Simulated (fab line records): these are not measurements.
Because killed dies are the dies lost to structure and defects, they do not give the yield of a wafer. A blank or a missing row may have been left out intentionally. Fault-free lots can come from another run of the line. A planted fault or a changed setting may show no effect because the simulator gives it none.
fab line records	flow n5_finfet
record: lots: 6	wafers: 18	last_day: 18
route steps=1938 shown BEOL_M2@925 BEOL_M3@931 BEOL_M4@1111 PASSIVATION@1936
lots that met no fault: taken from a fault-free run of the same line
start_h: hours from the record's first day to the start of the lot's first wafer shown	wait_h: hours elapsed since this lot's preceding step	" same as the row above	L1.1+2: several wafers, shown together as one row	- no value present, or no start provided	* or withheld: withheld	< > ~ a bound
route shown NAME@n: names a module that has steps shown in the file, with the first one's number in the route	usual: average and standard deviation across the fault-free wafers	same: alike in all rows	chamber/n: place in a boat	sites: per-site readings	_std_site: the values' standard deviation	_edge_site: inner sites' mean taken away from outer sites' mean	radius_mm: for every site, how far away it sits from the centre of the wafer	mask NAME#n: copy n	behind: tool/chamber where the wafer was last shaped	hold: cause of the lot's hold/its duration in hours/its outcome	device: the n, p or np transistor that did not switch	end of line: the route-end tests of the same wafers	a step without rows: its recipe alone	killed: count of dies lost to structure and defects at first sort (not the wafer's yield)	map: per-die view of a wafer (x killed, . not killed, _ where there is no die)
set.NAME: the setting the step ran with; set.NAME@STEP: the setting that earlier step ran with	model.NAME: the simulator's own value behind a step, which no gauge read
certain route steps with their lots: each step a table, each wafer a row
services: when a tool's chamber went out of use (start_h, in hours from the record's first day, below 0 if earlier), for how many hours, and the reason
== steps ==
step: N5_BEOL_M2_PRE_CLEAN_60
recipe: gas: NH3/H2	time_s: 15	temp_c: *	rf_power_w: 300
usual: heater_power_w: 76/11
lot.wafer	tool	chamber	start_h	wait_h	heater_power_w
L859.2	cvd_co-01	2	146.16	0.0	87
L859.3	"	1	"	"	66
L859.5	"	2	"	"	88
L862.1	cvd_co-01	1	176.75	0.0	67
L862.3	"	2	"	"	88
L862.6	"	0	"	"	70
L868.2	cvd_co-02	1	205.21	0.0	93
L868.3	"	0	"	"	80
L868.5	"	1	"	"	93
L869.4	cvd_co-02	0	212.32	0.1	80
L869.5	"	1	"	"	91
L869.6	"	2	"	"	61
L879.2	cvd_co-01	1	279.91	0.0	67
L879.3	"	2	"	"	89
L879.5	"	2	"	"	89
L880.2	cvd_co-02	0	284.89	0.1	80
L880.3	"	2	"	"	62
L880.5	"	1	"	"	90
step: N5_BEOL_M2_CO_CAP_55
recipe: material: Co	target_thk_a: 20	temp_c: 200	precursor: CCTBA/H2	pressure_torr: 30	time_s: 102.1
usual: heater_power_w: 225/14
lot.wafer	tool	chamber	start_h	wait_h	heater_power_w
L859.2	cvd_co-01	2	146.20	0.0	243
L859.3	"	1	"	"	216
L859.5	"	2	"	"	238
L862.1	cvd_co-01	1	176.79	0.0	213
L862.3	"	2	"	"	249
L862.6	"	0	"	"	215
L868.2	cvd_co-02	1	205.25	0.0	251
L868.3	"	0	"	"	229
L868.5	"	1	"	"	242
L869.4	cvd_co-02	0	212.38	0.0	227
L869.5	"	1	"	"	244
L869.6	"	2	"	"	199
L879.2	cvd_co-01	1	279.95	0.0	214
L879.3	"	2	"	"	238
L879.5	"	2	"	"	248
L880.2	cvd_co-02	0	284.93	0.0	232
L880.3	"	2	"	"	201
L880.5	"	1	"	"	244
step: N5_BEOL_M2_PRE_CLEAN_56
recipe: gas: NH3	time_s: 15	temp_c: withheld	rf_power_w: 300
step: N5_BEOL_M2_DEP_57
recipe: material: SiCN	target_thk_a: 80	temp_c: withheld	precursor: 3MS/NH3	pressure_torr: 3	rf_w: 202	time_s: 14
usual: showerhead_plenum_p_Torr: 3.673/0.015	throttle_valve_pct: 8.8/0.31
lot.wafer	tool	chamber	start_h	wait_h	showerhead_plenum_p_Torr	throttle_valve_pct
L859.2	pecvd-04	2	146.31	0.0	3.706	8.9
L859.3	"	0	"	"	3.676	9.1
L859.5	"	1	"	"	3.669	9.0
L862.1	pecvd-01	2	176.92	0.0	3.681	8.6
L862.3	"	2	"	"	3.659	8.5
L862.6	"	1	"	"	3.664	8.7
L868.2	pecvd-03	1	205.37	0.0	3.662	9.7
L868.3	"	2	"	"	3.661	8.5
L868.5	"	0	"	"	3.661	8.9
L869.4	pecvd-03	2	212.48	0.0	3.673	8.8
L869.5	"	1	"	"	3.672	9.4
L869.6	"	0	"	"	3.643	9.1
L879.2	pecvd-03	2	280.07	0.0	3.665	8.5
L879.3	"	0	"	"	3.646	9.0
L879.5	"	2	"	"	3.658	8.7
L880.2	pecvd-04	1	285.05	0.0	3.680	8.9
L880.3	"	2	"	"	3.706	9.0
L880.5	"	0	"	"	3.689	8.8
step: N5_BEOL_M2_RS_MEAS_58
recipe: thk_meas_gauge: four-point-probe	reads: Co_of_BEOL_M2_CO_CAP_55+Cu_of_BEOL_M2_ECD_50+Co_of_BEOL_M2_CVD_47+TaN_of_BEOL_M2_ALD_84
usual: M2_RS: 0.68/0.039
lot.wafer	tool	chamber	start_h	wait_h	M2_RS[ohm/sq]
L859.2	film_metro-01	-	146.40	0.1	0.70
L859.3	"	-	"	"	0.60
L859.5	"	-	"	"	0.67
L862.1	film_metro-02	-	177.00	0.1	0.65
L862.3	"	-	"	"	0.74
L862.6	"	-	"	"	0.69
L868.2	film_metro-02	-	205.44	0.1	0.78
L868.3	"	-	"	"	0.72
L868.5	"	-	"	"	0.72
L869.4	film_metro-02	-	212.53	0.0	0.69
L869.5	"	-	"	"	0.69
L869.6	"	-	"	"	0.76
L879.2	film_metro-01	-	280.14	0.1	0.69
L879.3	"	-	"	"	0.72
L879.5	"	-	"	"	0.73
L880.2	film_metro-01	-	285.12	0.1	0.71
L880.3	"	-	"	"	0.69
L880.5	"	-	"	"	0.70
step: N5_BEOL_M2_INSPECT_59
recipe: inspect_instrument: darkfield	mode: post_dep
usual: raw_defect_count: 67/20
lot.wafer	tool	chamber	start_h	wait_h	raw_defect_count
L859.2	defect_inspect-01	-	146.42	0.0	63
L859.3	"	-	"	"	75
L859.5	"	-	"	"	83
L862.1	defect_inspect-01	-	177.03	0.0	74
L862.3	"	-	"	"	40
L862.6	"	-	"	"	88
L868.2	defect_inspect-01	-	205.47	0.0	60
L868.3	"	-	"	"	91
L868.5	"	-	"	"	85
L869.4	defect_inspect-01	-	212.55	0.0	91
L869.5	"	-	"	"	63
L869.6	"	-	"	"	103
L879.2	defect_inspect-01	-	280.16	0.0	55
L879.3	"	-	"	"	83
L879.5	"	-	"	"	45
L880.2	defect_inspect-01	-	285.14	0.0	49
L880.3	"	-	"	"	63
L880.5	"	-	"	"	69
step: N5_BEOL_M3_ILD_DEP_00
recipe: material: SiOC	target_thk_a: 790	temp_c: 350	precursor: DEMS/O2	pressure_torr: 5	rf_w: 500	time_s: 15.3
usual: heater_power_w: 490/86	showerhead_plenum_p_Torr: 5.701/0.021	throttle_valve_pct: 12.0/0.38
lot.wafer	tool	chamber	start_h	wait_h	heater_power_w	showerhead_plenum_p_Torr	throttle_valve_pct
L859.2	pecvd-04	2	146.46	0.0	663	5.731	11.5
L859.3	"	0	"	"	479	5.714	12.4
L859.5	"	2	"	"	667	5.723	11.4
L862.1	pecvd-04	1	177.06	0.0	618	5.709	11.7
L862.3	"	0	"	"	480	5.710	12.0
L862.6	"	2	"	"	672	5.729	11.5
L868.2	pecvd-04	1	205.50	0.0	623	5.705	11.9
L868.3	"	2	"	"	651	5.738	11.7
L868.5	"	1	"	"	666	5.701	11.8
L869.4	pecvd-02	1	212.61	0.1	417	5.720	12.6
L869.5	"	0	"	"	373	5.721	12.1
L869.6	"	2	"	"	448	5.664	11.9
L879.2	pecvd-02	0	280.20	0.0	411	5.728	12.4
L879.3	"	1	"	"	431	5.717	12.3
L879.5	"	0	"	"	415	5.692	12.1
L880.2	pecvd-02	2	285.18	0.0	439	5.672	12.3
L880.3	"	1	"	"	456	5.715	12.3
L880.5	"	1	"	"	452	5.701	12.5
step: N5_BEOL_M3_THK_MEAS_01
recipe: reads: SiOC_of_BEOL_M3_ILD_DEP_00
usual: M3_ILD_THK: 78.8/1.3
lot.wafer	tool	chamber	start_h	wait_h	M3_ILD_THK[nm]
L859.2	film_metro-01	-	146.52	0.1	78.3
L859.3	"	-	"	"	78.5
L859.5	"	-	"	"	78.5
L862.1	film_metro-02	-	177.13	0.0	77.0
L862.3	"	-	"	"	76.7
L862.6	"	-	"	"	77.9
L868.2	film_metro-02	-	205.57	0.1	78.5
L868.3	"	-	"	"	76.8
L868.5	"	-	"	"	79.9
L869.4	film_metro-02	-	212.66	0.0	77.3
L869.5	"	-	"	"	79.9
L869.6	"	-	"	"	77.9
L879.2	film_metro-01	-	280.27	0.1	78.8
L879.3	"	-	"	"	75.8
L879.5	"	-	"	"	79.7
L880.2	film_metro-01	-	285.25	0.1	77.1
L880.3	"	-	"	"	77.4
L880.5	"	-	"	"	78.0
step: N5_BEOL_M3_PECVD_72
recipe: material: SiO2	target_thk_a: 160	temp_c: 400	precursor: TEOS/O2	pressure_torr: 5.5	rf_w: 450	teos_flow_sccm: 53.8	gas: O2	flow_sccm: 3000	time_s: 18
step: N5_BEOL_M3_HM_DEP_02
recipe: material: TiN	target_thk_a: 200	temp_c: 25	chamber_pressure_pa: 0.49996
usual: throttle_valve_pct: 29.7/0.97
lot.wafer	tool	chamber	start_h	wait_h	throttle_valve_pct
L859.2	pvd_sputter-02	-	148.07	1.5	30.5
L859.3	"	-	"	"	30.8
L859.5	"	-	"	"	29.1
L862.1	pvd_sputter-03	-	177.52	0.3	29.6
L862.3	"	-	"	"	30.0
L862.6	"	-	"	"	30.0
L868.2	pvd_sputter-01	-	207.44	1.8	31.0
L868.3	"	-	"	"	29.3
L868.5	"	-	"	"	28.9
L869.4	pvd_sputter-02	-	212.75	0.0	29.0
L869.5	"	-	"	"	30.5
L869.6	"	-	"	"	31.0
L879.2	pvd_sputter-02	-	281.11	0.8	28.0
L879.3	"	-	"	"	30.8
L879.5	"	-	"	"	30.6
L880.2	pvd_sputter-01	-	287.88	2.6	30.2
L880.3	"	-	"	"	29.0
L880.5	"	-	"	"	30.1
step: N5_BEOL_M3_COAT_61
recipe: resist: SOC	temp_c: 250	time_s: 60	spin_rpm: 1500	resist_thk_nm: 60
step: N5_BEOL_M3_COAT_62
recipe: resist: SiARC	temp_c: 220	time_s: 60	spin_rpm: 1500	resist_thk_nm: 12
step: N5_BEOL_M3_COAT_73
recipe: resist: underlayer	temp_c: 205	time_s: 60	spin_rpm: 1500	resist_thk_nm: 5
usual: chill_plate_temp_C: 23.01/0.11	dispense_pressure_kPa: 47/3.9	heater_power_total_W: 391.5/1.4	plate_temp_C: 204.99/0.17
lot.wafer	tool	chamber	start_h	wait_h	chill_plate_temp_C	dispense_pressure_kPa	heater_power_total_W	plate_temp_C
L859.2	litho_track-04	0	148.20	-	22.91	51	389.6	204.91
L859.3	"	0	"	"	22.93	51	392.7	204.73
L859.5	"	0	"	"	22.95	51	393.7	204.87
L862.1	litho_track-02	0	177.65	-	22.98	46	392.8	205.01
L862.3	"	0	"	"	23.03	46	389.5	204.99
L862.6	"	0	"	"	23.01	46	392.9	204.75
L868.2	litho_track-04	0	207.57	-	23.07	51	397.6	206.81
L868.3	"	0	"	"	23.21	51	395.9	207.06
L868.5	"	0	"	"	23.03	51	394.6	206.87
L869.4	litho_track-04	0	212.88	-	23.03	51	395.8	206.93
L869.5	"	0	"	"	22.87	51	394.6	207.17
L869.6	"	0	"	"	23.02	51	397.9	207.13
L879.2	litho_track-04	0	281.24	-	22.85	51	390.9	205.03
L879.3	"	0	"	"	23.02	51	391.7	204.85
L879.5	"	0	"	"	23.01	51	393.1	204.86
L880.2	litho_track-02	0	288.01	-	22.88	46	391.1	204.95
L880.3	"	0	"	"	22.91	46	392.6	204.93
L880.5	"	0	"	"	22.87	46	390.1	204.79
step: N5_BEOL_M3_COAT_05
recipe: resist: CAR-EUV	spin_rpm: 1500	resist_thk_nm: 30
step: N5_BEOL_M4_RC_MEAS_101
usual: DIBL_N: 37.4/2.1	DIBL_P: 37.8/2.5	IOFF_N: 0.19/0.045	IOFF_P: 0.24/0.05	ION_N: 682/16	ION_P: 467/11	SS_N: 71.9/0.67	SS_P: 73.6/0.76	VT_N: 247/3.6	VT_P: -248/3.6
lot.wafer	tool	chamber	start_h	wait_h	DIBL_N[mV/V]	DIBL_P[mV/V]	IOFF_N[nA/um]	IOFF_P[nA/um]	ION_N[uA/um]	ION_P[uA/um]	SS_N[mV/dec]	SS_P[mV/dec]	VT_N[mV]	VT_P[mV]
L859.2	prober-02	0	165.01	0.2	38.7	39.1	0.23	0.28	686	465	72.0	74.0	241	-246
L859.3	"	0	"	"	39.6	41.2	0.24	0.33	678	468	72.1	74.6	243	-242
L859.5	"	0	"	"	39.0	39.1	0.24	0.27	688	459	71.6	73.9	242	-247
L862.1	prober-02	0	197.27	0.0	40.5	40.9	0.27	0.30	683	463	72.9	74.5	243	-245
L862.3	"	0	"	"	35.1	34.1	0.14	0.17	668	459	71.7	72.3	251	-254
L862.6	"	0	"	"	37.6	37.1	0.18	0.21	687	467	72.7	73.3	247	-250
L868.2	prober-01	0	232.00	0.2	40.7	40.8	0.25	0.30	703	470	73.0	74.4	242	-244
L868.3	"	0	"	"	38.9	39.9	0.24	0.29	713	481	72.3	74.1	243	-247
L868.5	"	0	"	"	39.6	40.2	0.24	0.29	703	477	72.3	73.9	244	-244
L869.4	prober-01	0	238.09	0.5	37.3	37.1	0.19	0.25	698	483	71.3	73.1	245	-245
L869.5	"	0	"	"	39.2	39.5	0.23	0.30	706	484	72.7	73.4	245	-243
L869.6	"	0	"	"	36.7	37.0	0.19	0.24	703	478	71.7	73.2	242	-245
L879.2	prober-02	0	299.78	0.2	37.0	39.7	0.20	0.29	682	475	71.6	73.8	243	-244
L879.3	"	0	"	"	34.8	35.6	0.14	0.20	678	472	71.7	73.1	252	-251
L879.5	"	0	"	"	35.6	37.0	0.16	0.22	698	480	71.1	73.0	247	-248
L880.2	prober-01	0	316.12	0.2	37.0	38.4	0.17	0.23	679	464	71.7	73.8	248	-248
L880.3	"	0	"	"	35.5	35.8	0.15	0.20	670	452	71.1	73.6	250	-252
L880.5	"	0	"	"	35.0	34.6	0.14	0.19	664	447	71.2	72.7	249	-251
step: N5_PASSIVATION_PROBE_49
usual: defect_limited_yield: 90.9/1.6	killed_at_M0_to_M3: 34/10	killed_at_M4_up: 13/5.4	killed_at_contacts: 13/6	killed_at_front_end: 42/13	killed_at_other: 4/3.2	killed_dies: 107/18	killed_open: 69/14	killed_short: 35/7.7	sort_bin_4_leakage: 0.02/0.17	sort_bin_5_function: 5.3/1	sort_bin_6_memory: 3.3/0.75	sort_n_pass: 1073/19	sort_yield_pct: 90.9/1.6
same: gross_dies: 1180	killed_at_back_side: 0	sort_bin_8_speed[%]: 0
lot.wafer	tool	chamber	start_h	wait_h	defect_limited_yield[%]	killed_at_M0_to_M3	killed_at_M4_up	killed_at_contacts	killed_at_front_end	killed_at_other	killed_dies	killed_open	killed_short	sort_bin_4_leakage[%]	sort_bin_5_function[%]	sort_bin_6_memory[%]	sort_n_pass	sort_yield_pct[%]
L859.2	prober-02	-	266.89	0.1	90.1	24	26	30	35	2	117	81	32	0	5.6	3.7	1063	90.1
L859.3	prober-02	-	266.94	0.1	91.4	26	14	25	37	0	102	71	29	0	5.1	3.5	1078	91.4
L859.5	prober-02	-	267.04	0.2	88.5	30	20	16	63	7	136	79	45	0	7.4	3.8	1044	88.5
L862.1	prober-02	-	294.46	0.0	90.8	27	9	9	63	1	109	64	36	0.08	5.7	3.0	1070	90.7
L862.3	prober-02	-	294.56	0.1	93.9	16	6	10	34	6	72	47	19	0	3.1	2.9	1108	93.9
L862.6	prober-02	-	294.71	0.3	90.3	20	11	11	68	4	114	68	39	0	5.3	4.1	1066	90.3
L869.4	prober-02	-	342.09	0.2	90.6	37	22	15	34	3	111	73	36	0	5.3	4.1	1069	90.6
L869.5	prober-02	-	342.14	0.2	92.7	35	8	11	29	3	86	55	31	0	4.7	2.5	1094	92.7
L869.6	prober-02	-	342.19	0.3	90.5	34	14	16	31	17	112	59	43	0	4.5	3.8	1068	90.5
L868.2	prober-01	-	342.62	0.1	90.6	30	11	22	41	7	111	66	37	0	5.8	3.5	1069	90.6
L868.3	prober-01	-	342.67	0.1	91.9	21	9	4	58	3	95	53	42	0	4.7	3.1	1085	91.9
L868.5	prober-01	-	342.77	0.2	91.1	36	7	17	41	4	105	65	38	0	5.0	3.1	1075	91.1
L879.2	prober-02	-	400.82	0.1	92.4	32	21	12	23	2	90	69	18	0	5.1	2.5	1090	92.4
L879.3	prober-02	-	400.87	0.1	90.8	26	18	13	50	2	109	73	35	0	6.0	2.9	1071	90.8
L879.5	prober-02	-	400.97	0.2	92.6	22	15	14	32	4	87	57	29	0	4.1	2.7	1093	92.6
L880.2	prober-01	-	424.73	0.1	90.8	41	14	16	32	6	109	71	36	0	5.5	3.5	1071	90.8
L880.3	prober-01	-	424.78	0.1	91.3	45	12	9	34	3	103	70	28	0	5.3	3.1	1077	91.3
L880.5	prober-01	-	424.88	0.2	90.5	53	7	17	34	1	112	75	31	0	5.6	3.6	1068	90.5
killed by level:class
L859.2 MOL_CONTACT_COAG:geometric_particle:open=25 BEOL_M4:geometric_particle:open=10 FIN_SAQP:geometric_particle:open=9 BEOL_M0_SAQP:geometric_particle:open=9 STI_FIN_REVEAL:geometric_particle:open=7 BEOL_M0_SAQP:geometric_particle:short=7 MOL_CONTACT_COAG:geometric_particle:short=4 STARTING-WAFER:geometric_particle:open=4
L859.3 MOL_CONTACT_COAG:geometric_particle:open=20 STI_FIN_REVEAL:geometric_particle:open=11 BEOL_M0_SAQP:geometric_particle:open=9 BEOL_M0_SAQP:geometric_particle:short=8 FIN_SAQP:geometric_particle:open=5 GATE_CUT:geometric_particle:short=5 GATE_CUT:geometric_particle:open=5 MOL_CONTACT_COAG:geometric_particle:short=4
L859.5 STI_FIN_REVEAL:geometric_particle:open=20 FIN_SAQP:geometric_particle:short=14 MOL_CONTACT_COAG:geometric_particle:open=14 FIN_SAQP:geometric_particle:open=11 BEOL_M0_SAQP:geometric_particle:short=11 BEOL_M4:geometric_particle:open=10 BEOL_M0_SAQP:geometric_particle:open=7 PASSIVATION:area_etch=6
L862.1 FIN_SAQP:geometric_particle:open=26 FIN_SAQP:geometric_particle:short=10 MOL_CONTACT_COAG:geometric_particle:open=6 BEOL_M1:geometric_particle:open=6 BEOL_M2:geometric_particle:open=6 BEOL_M3:geometric_particle:open=6 GATE_CUT:geometric_particle:short=5 STI_FIN_REVEAL:geometric_particle:short=4
L862.3 FIN_SAQP:geometric_particle:short=10 FIN_SAQP:geometric_particle:open=9 MOL_CONTACT_COAG:geometric_particle:open=7 BEOL_M1:geometric_particle:open=7 DUMMY_GATE:geometric_particle:open=4 PASSIVATION:area_etch=4 STI_FIN_REVEAL:geometric_particle:open=3 BEOL_M2:geometric_particle:open=3
L862.6 FIN_SAQP:geometric_particle:open=21 FIN_SAQP:geometric_particle:short=14 MOL_CONTACT_COAG:geometric_particle:open=8 BEOL_M1:geometric_particle:open=8 STI_FIN_REVEAL:geometric_particle:open=6 GATE_CUT:geometric_particle:short=6 BEOL_M2:geometric_particle:open=5 FIN_CUT:area_etch=5
L869.4 BEOL_M4:geometric_particle:open=16 MOL_CONTACT_COAG:geometric_particle:open=13 BEOL_M0_SAQP:geometric_particle:short=11 BEOL_M0_SAQP:geometric_particle:open=10 STI_FIN_REVEAL:geometric_particle:open=8 BEOL_M2:geometric_particle:open=7 GATE_CUT:geometric_particle:short=5 BEOL_M4:geometric_particle:short=5
L869.5 BEOL_M1:geometric_particle:open=9 BEOL_M0_SAQP:geometric_particle:open=7 MOL_CONTACT_COAG:geometric_particle:open=6 BEOL_M0_SAQP:geometric_particle:short=6 GATE_CUT:geometric_particle:open=5 MOL_CONTACT_COAG:geometric_particle:short=5 BEOL_M2:geometric_particle:open=5 FIN_SAQP:geometric_particle:short=4
L869.6 BEOL_M0_SAQP:geometric_particle:open=12 MOL_CONTACT_COAG:geometric_particle:open=10 HKMG_FIN:area_etch=9 BEOL_M0_SAQP:geometric_particle:short=8 MIM_BOT:geometric_particle:short=8 BEOL_M4:geometric_particle:open=7 MOL_CONTACT_COAG:geometric_particle:short=6 MIM_BOT:geometric_particle:open=6
L868.2 MOL_CONTACT_COAG:geometric_particle:open=16 BEOL_M2:geometric_particle:open=8 STI_FIN_REVEAL:geometric_particle:open=7 BEOL_M0_SAQP:geometric_particle:open=7 FIN_SAQP:geometric_particle:short=6 MOL_CONTACT_COAG:geometric_particle:short=6 STARTING-WAFER:geometric_particle:open=6 FIN_SAQP:geometric_particle:open=5
L868.3 FIN_SAQP:geometric_particle:short=14 FIN_SAQP:geometric_particle:open=13 STI_FIN_REVEAL:geometric_particle:open=7 BEOL_M0_SAQP:geometric_particle:short=6 GATE_CUT:geometric_particle:short=5 BEOL_M3:geometric_particle:open=4 STI_FIN_REVEAL:geometric_particle:short=4 DUMMY_GATE:geometric_particle:open=4
L868.5 BEOL_M2:geometric_particle:open=13 MOL_CONTACT_COAG:geometric_particle:open=11 STI_FIN_REVEAL:geometric_particle:open=9 BEOL_M0_SAQP:geometric_particle:short=9 FIN_SAQP:geometric_particle:short=7 BEOL_M0_SAQP:geometric_particle:open=7 FIN_SAQP:geometric_particle:open=6 MOL_CONTACT_COAG:geometric_particle:short=6
L879.2 MOL_CONTACT_COAG:geometric_particle:open=11 BEOL_M2:geometric_particle:open=9 BEOL_M4:geometric_particle:open=8 STI_FIN_REVEAL:geometric_particle:open=7 BEOL_M1:geometric_particle:open=6 FIN_SAQP:geometric_particle:open=4 BEOL_M3:geometric_particle:open=4 BEOL_M0_SAQP:geometric_particle:open=4
L879.3 STI_FIN_REVEAL:geometric_particle:open=15 BEOL_M4:geometric_particle:open=12 MOL_CONTACT_COAG:geometric_particle:open=8 BEOL_M2:geometric_particle:open=8 FIN_SAQP:geometric_particle:open=5 STI_FIN_REVEAL:geometric_particle:short=5 MOL_CONTACT_COAG:geometric_particle:short=5 BEOL_M3:geometric_particle:open=5
L879.5 MOL_CONTACT_COAG:geometric_particle:open=11 STI_FIN_REVEAL:geometric_particle:open=10 BEOL_M4:geometric_particle:open=7 FIN_SAQP:geometric_particle:open=5 GATE_CUT:geometric_particle:open=5 BEOL_M0_SAQP:geometric_particle:short=5 BEOL_M1:geometric_particle:open=5 BEOL_M0_SAQP:geometric_particle:open=4
L880.2 MOL_CONTACT_COAG:geometric_particle:open=15 BEOL_M0_SAQP:geometric_particle:open=12 BEOL_M4:geometric_particle:open=9 BEOL_M0_SAQP:geometric_particle:short=9 STI_FIN_REVEAL:geometric_particle:open=7 BEOL_M2:geometric_particle:open=7 ILD0:geometric_particle:short=5 PASS1_CAP:geometric_particle:open=4
L880.3 BEOL_M2:geometric_particle:open=14 STI_FIN_REVEAL:geometric_particle:open=9 BEOL_M0_SAQP:geometric_particle:open=9 BEOL_M4:geometric_particle:open=9 BEOL_M0_SAQP:geometric_particle:short=7 MOL_CONTACT_COAG:geometric_particle:open=6 FIN_SAQP:geometric_particle:short=4 BEOL_M0:geometric_particle:open=4
L880.5 BEOL_M0_SAQP:geometric_particle:open=17 BEOL_M2:geometric_particle:open=16 MOL_CONTACT_COAG:geometric_particle:open=12 BEOL_M0_SAQP:geometric_particle:short=10 STI_FIN_REVEAL:geometric_particle:open=8 FIN_SAQP:geometric_particle:short=5 MOL_CONTACT_COAG:geometric_particle:short=5 BEOL_M1:geometric_particle:open=4
== services ==
tool	chamber	start_h	hours	kind
pecvd-01	0	125.43	5.5	scheduled_down
pecvd-04	2	127.01	2.1	scheduled_down
pecvd-04	-	139.50	0.5	repair
pecvd-02	-	140.79	14.6	pm
litho_track-02	-	145.65	-	consumable_replace:filter
cvd_co-02	2	161.91	7.8	repair
pecvd-03	2	165.01	2.1	scheduled_down
pecvd-02	2	166.02	23.7	repair
pecvd-04	0	174.90	2.1	scheduled_down
pecvd-03	0	175.21	5.5	scheduled_down
pecvd-01	0	175.57	5.5	scheduled_down
pecvd-04	-	182.39	1.5	repair
pecvd-04	1	188.20	4.6	repair
pecvd-01	-	188.36	0.8	repair
pecvd-03	1	189.02	5.5	scheduled_down
cvd_co-02	1	191.08	4.8	repair
pecvd-04	1	194.61	2.1	scheduled_down
cvd_co-02	-	199.26	2.8	pm
pecvd-02	0	200.13	5.0	scheduled_down
pecvd-01	2	202.38	-	clean
cvd_co-01	0	207.82	6.1	repair
pecvd-02	-	239.60	1.0	repair
pecvd-01	-	242.73	2.0	repair
pecvd-01	1	268.27	3.6	repair
== key ==
first_sign: step: N5_BEOL_M3_COAT_73	reading: plate_temp_C	direction: up	sigmas: 12	usual: *	struck: *
effect: step: N5_BEOL_M3_COAT_73	reading: heater_power_total_W	direction: up	sigmas: 3.3	usual: *	struck: *
met_at N5_BEOL_M3_COAT_73
struck_wafers L868.2,L868.3,L868.5,L869.4,L869.5,L869.6
onset_between 148.20 207.57
fault: kind: process_parameter_drift	tool: litho_track-04	chamber: -	onset_h: 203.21	steps: N5_BEOL_M3_COAT_73	channel: temp_c	offset: *	shape: step	end_h: 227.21	acts_in: *	stated: *
